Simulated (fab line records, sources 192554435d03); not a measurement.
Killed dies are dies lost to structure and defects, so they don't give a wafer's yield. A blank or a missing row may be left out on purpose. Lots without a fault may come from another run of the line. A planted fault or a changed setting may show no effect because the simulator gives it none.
Which tool did it? | flow n5_finfet | 12 lots, 36 wafers sampled, at 4 steps of a route of 1938

WHAT THE GAUGES READ, wafer by wafer
N5_BEOL_M1_OVL_MEAS_29.
lot  | measured     | on         | V0_OVL (nm)
L075 | day 6 16:07  | overlay-02 | -0.2 0.5 0.1
L077 | day 6 22:08  | overlay-01 | -0.5 -0.8 -0.6
L079 | day 7 10:17  | overlay-02 | -0.2 0.1 -0.9
L081 | day 7 23:59  | overlay-02 | -0.2 1.2 0.2
L083 | day 8 12:18  | overlay-01 | -0.4 -0.5 -1.3
L085 | day 9 03:07  | overlay-02 | -0.8 0.5 -1.1
L087 | day 9 09:05  | overlay-01 | -0.3 0.1 -1.1
L089 | day 10 00:19 | overlay-02 | -0.3 -0.4 -0.6
L091 | day 10 11:13 | overlay-02 | 0.1 -0.3 0.9
L093 | day 10 22:05 | overlay-02 | 0.7 -0.1 0.2
L095 | day 11 05:53 | overlay-02 | 0.0 -0.9 0.2
L097 | day 11 17:59 | overlay-01 | -0.3 -0.2 -0.8

WHICH TOOL RAN EACH LOT (tool, then ch and the chambers of the sampled wafers, then the start)
lot  | N5_BEOL_M0_SURFACE_TREAT_137 | N5_BEOL_M0_SPUTTER_141       | N5_BEOL_M0_CO_CAP_123
L075 | pvd_sputter-03, day 6 12:09  | pvd_sputter-01, day 6 12:40  | cvd_co-02 ch 0,1,2, day 6 13:41
L077 | pvd_sputter-01, day 6 17:52  | pvd_sputter-03, day 6 18:23  | cvd_co-01 ch 1,2, day 6 19:15
L079 | pvd_sputter-03, day 7 05:34  | pvd_sputter-03, day 7 06:24  | cvd_co-02 ch 1,2, day 7 07:16
L081 | pvd_sputter-01, day 7 19:06  | pvd_sputter-01, day 7 19:41  | cvd_co-01 ch 0,2, day 7 20:35
L083 | pvd_sputter-02, day 8 07:41  | pvd_sputter-02, day 8 08:35  | cvd_co-02 ch 0,1,2, day 8 09:38
L085 | pvd_sputter-03, day 8 21:47  | pvd_sputter-02, day 8 23:41  | cvd_co-01 ch 0,2, day 9 00:46
L087 | pvd_sputter-02, day 9 04:55  | pvd_sputter-01, day 9 06:11  | cvd_co-01 ch 1,2, day 9 07:04
L089 | pvd_sputter-02, day 9 20:31  | pvd_sputter-02, day 9 21:07  | cvd_co-02 ch 0,1,2, day 9 22:04
L091 | pvd_sputter-02, day 10 04:50 | pvd_sputter-01, day 10 05:56 | cvd_co-01 ch 1,2, day 10 06:49
L093 | pvd_sputter-01, day 10 17:36 | pvd_sputter-01, day 10 18:10 | cvd_co-02 ch 0,1,2, day 10 19:01
L095 | pvd_sputter-02, day 11 01:44 | pvd_sputter-02, day 11 02:22 | cvd_co-02 ch 0,2, day 11 03:17
L097 | pvd_sputter-03, day 11 12:02 | pvd_sputter-02, day 11 14:14 | cvd_co-01 ch 0,1, day 11 15:08
- N5_BEOL_M0_SURFACE_TREAT_137
- N5_BEOL_M0_SPUTTER_141: material Cu, target thk 4 nm, time 7.37 s.
- N5_BEOL_M0_CO_CAP_123: material Co, precursor CCTBA/H2, target thk 2 nm, time 102.1 s.

THE ANSWER, worked out from the rows above alone
Rule: what is usual is taken from the lots themselves. Put in order of their means at a reading, lots are off if they are a third of the lots or fewer, leave a main group of 4 or more, and stand apart from it by a gap of 3 or more times the standard deviation of the main group's means; of several such gaps the widest counts. A main group whose means are all the same, to the digits that the tables above print for the reading, isn't used. A lot without any number at a reading at which 4 lots or more have one is off too. The other lots that the step has rows for count as sound.
No lot is off at any reading shown: from this, nothing can be told.

WHAT THE SIMULATOR HAD PUT IN
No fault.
